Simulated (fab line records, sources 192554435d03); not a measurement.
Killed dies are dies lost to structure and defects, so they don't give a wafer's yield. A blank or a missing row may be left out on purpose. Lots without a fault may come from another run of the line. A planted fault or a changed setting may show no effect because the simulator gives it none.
Which tool did it? | flow n5_finfet | 22 lots, 66 wafers sampled, at 2 steps of a route of 1938

WHAT THE GAUGES READ, wafer by wafer
N5_FIN_SAQP_CD_MEAS_27: target cd 20 nm. Usual: cd_nm 20.28 nm, standard deviation 0.3.
lot  | measured    | on        | cd_nm (nm)        | flag
L074 | day 2 00:28 | cd_sem-02 | 20.32 20.06 19.75 |
L075 | day 2 05:40 | cd_sem-01 | 20.27 20.79 19.78 |
L076 | day 2 12:04 | cd_sem-02 | 19.99 20.29 19.60 |
L077 | day 2 18:49 | cd_sem-02 | 20.80 20.26 20.56 |
L080 | day 3 12:04 | cd_sem-02 | 20.79 19.79 20.31 |
L081 | day 3 19:37 | cd_sem-01 | 19.89 20.27 21.17 |
L082 | day 4 00:18 | cd_sem-03 | 20.25 20.59 20.16 |
L083 | day 4 06:20 | cd_sem-02 | 20.05 20.35 19.76 |
L084 | day 4 12:25 | cd_sem-02 | 20.09 20.40 20.37 |
L085 | day 4 19:00 | cd_sem-02 | 20.25 20.52 20.21 |
L086 | day 5 01:01 | cd_sem-02 | 20.27 20.86 20.37 |
L087 | day 5 06:50 | cd_sem-03 | 20.37 20.36 20.31 |
L088 | day 5 11:52 | cd_sem-01 | 20.68 20.22 20.27 |
L089 | day 5 18:05 | cd_sem-02 | 19.94 20.27 20.34 |
L090 | day 6 01:29 | cd_sem-03 | 20.05 20.48 20.69 |
L091 | day 6 06:23 | cd_sem-02 | 20.38 19.95 20.33 |
L092 | day 6 11:50 | cd_sem-01 | 20.04 20.24 20.10 |
L093 | day 6 17:35 | cd_sem-02 | 19.83 19.77 20.39 |
L094 | day 7 00:32 | cd_sem-03 | 20.19 20.40 19.96 |
L095 | day 7 06:35 | cd_sem-02 | 20.37 20.83 20.26 |
L096 | day 7 12:12 | cd_sem-02 | 20.20 20.30 20.40 |
L097 | day 7 21:41 | cd_sem-02 | 20.16 20.28 20.24 |

WHICH TOOL RAN EACH LOT (tool, then ch and the chambers of the sampled wafers, then the start)
lot  | N5_FIN_SAQP_HM_OPEN_73
L074 | rie_diel-01 ch 0,2,3, day 1 22:37
L075 | rie_diel-01 ch 0,1,3, day 2 03:51
L076 | rie_diel-05 ch 0,3, day 2 10:14
L077 | rie_diel-04 ch 2,3, day 2 16:44
L080 | rie_diel-01 ch 0,1,3, day 3 10:14
L081 | rie_diel-01 ch 1,3, day 3 16:57
L082 | rie_diel-05 ch 0,2,3, day 3 22:29
L083 | rie_diel-04 ch 0,2, day 4 04:24
L084 | rie_diel-04 ch 1,2, day 4 10:04
L085 | rie_diel-01 ch 2,3, day 4 17:10
L086 | rie_diel-04 ch 0,1,2, day 4 22:44
L087 | rie_diel-01 ch 0,1, day 5 04:50
L088 | rie_diel-05 ch 0,1,2, day 5 10:04
L089 | rie_diel-01 ch 0,1,3, day 5 15:47
L090 | rie_diel-04 ch 0,1,3, day 5 22:44
L091 | rie_diel-01 ch 2,3, day 6 03:44
L092 | rie_diel-04 ch 0,2,3, day 6 09:55
L093 | rie_diel-01 ch 0,1,3, day 6 15:46
L094 | rie_diel-01 ch 0,1,3, day 6 22:39
L095 | rie_diel-05 ch 0,2,3, day 7 04:29
L096 | rie_diel-05 ch 2,3, day 7 09:47
L097 | rie_diel-01 ch 0,2,3, day 7 19:50
- N5_FIN_SAQP_HM_OPEN_73: chemistry CHF3/O2, target SiO2, stops on a-Si, target depth 12 nm, time 16.8 s.

WHAT THE TOOLS THEMSELVES READ (means of the sampled wafers that have a number; where no wafer has one, the mark that the record gives instead)
N5_FIN_SAQP_HM_OPEN_73. Usual: drypump_motor_current_A 5.7 A, standard deviation 0.46; oes_product_au 0.48 a.u., standard deviation 0.048; rf_vpp_V 522 V, standard deviation 18; showerhead_plenum_p_Torr 2.43 Torr, standard deviation 0.064; throttle_valve_pct 18.97 %, standard deviation 0.23.
lot  | tool        | drypump_motor_current_A (A) | oes_product_au (a.u.) | rf_vpp_V (V) | showerhead_plenum_p_Torr (Torr) | throttle_valve_pct (%) | flag
L074 | rie_diel-01 | 5.9                         | 0.50                  | 523          | 2.50                            | 18.93                  |
L075 | rie_diel-01 | 6.0                         | 0.49                  | 537          | 2.45                            | 19.08                  |
L076 | rie_diel-05 | 5.1                         | 0.53                  | 523          | 2.40                            | 18.86                  |
L077 | rie_diel-04 | 5.6                         | 0.42                  | 536          | 2.39                            | 18.99                  |
L080 | rie_diel-01 | 6.0                         | 0.48                  | 536          | 2.44                            | 19.10                  |
L081 | rie_diel-01 | 5.8                         | 0.46                  | 533          | 2.42                            | 19.28                  |
L082 | rie_diel-05 | 5.6                         | 0.48                  | 519          | 2.39                            | 19.00                  |
L083 | rie_diel-04 | 5.6                         | 0.45                  | 525          | 2.36                            | 18.90                  |
L084 | rie_diel-04 | 5.4                         | 0.47                  | 521          | 2.42                            | 19.00                  |
L085 | rie_diel-01 | 5.5                         | 0.48                  | 507          | 2.52                            | 18.97                  |
L086 | rie_diel-04 | 5.6                         | 0.48                  | 511          | 2.39                            | 18.85                  |
L087 | rie_diel-01 | 5.9                         | 0.44                  | 533          | 2.41                            | 19.24                  |
L088 | rie_diel-05 | 5.9                         | 0.51                  | 526          | 2.38                            | 18.88                  |
L089 | rie_diel-01 | 6.0                         | 0.47                  | 535          | 2.44                            | 19.14                  |
L090 | rie_diel-04 | 5.8                         | 0.53                  | 514          | 2.39                            | 18.68                  |
L091 | rie_diel-01 | 5.8                         | 0.49                  | 523          | 2.49                            | 19.03                  |
L092 | rie_diel-04 | 5.8                         | 0.55                  | 528          | 2.36                            | 18.59                  |
L093 | rie_diel-01 | 6.0                         | 0.46                  | 535          | 2.43                            | 19.15                  |
L094 | rie_diel-01 | 6.0                         | 0.46                  | 535          | 2.43                            | 19.15                  |
L095 | rie_diel-05 | 5.6                         | 0.51                  | 518          | 2.38                            | 18.89                  |
L096 | rie_diel-05 | 6.1                         | 0.49                  | 514          | 2.38                            | 19.02                  |
L097 | rie_diel-01 | 5.9                         | 0.47                  | 523          | 2.48                            | 19.01                  |

THE ANSWER, worked out from the rows above alone
Rule: a lot is off if the mean of its wafers that have a number lies more than 3 standard deviations from the usual mean. A lot without any number at a reading at which 4 lots or more have one is off too. The other lots that the step has rows for count as sound. The gauges are gone through in route order, then the tools' own readings, and for those a lot's mean is taken as printed above. The first step at which some lot is off is used, and at that step the reading that is off furthest; a lot without a number counts as furthest.
No lot is off at any reading shown: from this, nothing can be told.

WHAT THE SIMULATOR HAD PUT IN
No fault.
